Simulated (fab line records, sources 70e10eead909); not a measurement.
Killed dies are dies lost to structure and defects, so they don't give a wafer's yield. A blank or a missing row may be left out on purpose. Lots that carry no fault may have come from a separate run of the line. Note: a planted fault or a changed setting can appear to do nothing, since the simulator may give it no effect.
Matching of chambers + flow nandHarc + NHARC_P_M0_DESCUM_14 on rieDiel-11: 4 sister chambers
The step chemistry O2, time 3 s. 16 wafers are shown with their chamber, then 8 later ones without.

== WAFERS, EACH WITH ITS CHAMBER ==
| wafer  | chamber | showerheadPlenumPTorr (Torr) | drypumpMotorCurrentA (A) | oesProductAu (a.u.) |
|--------|---------|------------------------------|--------------------------|---------------------|
| L074.1 | 3       | 1.97                         | 5.8                      | 0.999               |
| L074.3 | 0       | 1.98                         | 6.0                      | 0.997               |
| L074.4 | 1       | 1.94                         | 6.1                      | 0.991               |
| L075.2 | 2       | 1.91                         | 6.5                      | 1.004               |
| L075.5 | 0       | 1.98                         | 6.0                      | 0.991               |
| L075.6 | 1       | 1.94                         | 6.1                      | 0.978               |
| L079.1 | 1       | 1.94                         | 6.1                      | 0.992               |
| L079.3 | 2       | 1.91                         | 6.5                      | 1.007               |
| L079.5 | 1       | 1.94                         | 6.1                      | 0.987               |
| L081.1 | 3       | 1.97                         | 5.8                      | 0.994               |
| L081.2 | 2       | 1.91                         | 6.5                      | 0.994               |
| L081.4 | 0       | 1.98                         | 5.9                      | 0.995               |
| L087.2 | 1       | 1.93                         | 6.1                      | 0.999               |
| L087.4 | 3       | 1.97                         | 5.8                      | 0.991               |
| L087.5 | 2       | 1.91                         | 6.5                      | 1.002               |
| L090.1 | 1       | 1.93                         | 6.1                      | 1.007               |

SIGNATURES, as means of the wafers listed above
| reading               | chamber 0 | chamber 1 | chamber 2 | chamber 3 | scatter within a chamber |
|-----------------------|-----------|-----------|-----------|-----------|--------------------------|
| showerheadPlenumPTorr | 1.9800    | 1.9367    | 1.9100    | 1.9700    | 0.00333                  |
| drypumpMotorCurrentA  | 5.967     | 6.100     | 6.500     | 5.800     | 0.0236                   |
| oesProductAu          | 0.99433   | 0.99233   | 1.00175   | 0.99467   | 0.0073                   |
Rule: for a wafer and a chamber, the distance is found by dividing, reading by reading, the gap between the wafer's reading and the chamber's mean by the reading's scatter, squaring, summing and taking the root. If the next closest chamber is less than 2 further off than the closest, the wafer can't be placed; otherwise it belongs to the closest. The scatter: take each reading less its chamber's mean, square it, sum over the shown wafers, divide by the number of wafers less the number of chambers, and take the root.

== WAFERS WITH NO CHAMBER GIVEN ==
| wafer  | showerheadPlenumPTorr (Torr) | drypumpMotorCurrentA (A) | oesProductAu (a.u.) |
|--------|------------------------------|--------------------------|---------------------|
| L090.3 | 1.91                         | 6.5                      | 1.019               |
| L090.6 | 1.93                         | 6.1                      | 0.998               |
| L093.1 | 1.97                         | 6.0                      | 1.002               |
| L093.3 | 1.91                         | 6.6                      | 1.010               |
| L093.5 | 1.91                         | 6.5                      | 1.012               |
| L096.4 | 1.97                         | 6.0                      | 1.000               |
| L096.5 | 1.93                         | 6.1                      | 0.985               |
| L096.6 | 1.97                         | 6.0                      | 1.001               |

== WHICH CHAMBER EACH WENT THROUGH ==
| wafer  | from the rows above | in truth |
|--------|---------------------|----------|
| L090.3 | 2                   | 2        |
| L090.6 | 1                   | 1        |
| L093.1 | 0                   | 0        |
| L093.3 | 2                   | 2        |
| L093.5 | 2                   | 2        |
| L096.4 | 0                   | 0        |
| L096.5 | 1                   | 1        |
| L096.6 | 0                   | 0        |
Placed correctly: 8 of 8. Number that these rows cannot place: 0. Number placed wrongly: 0.
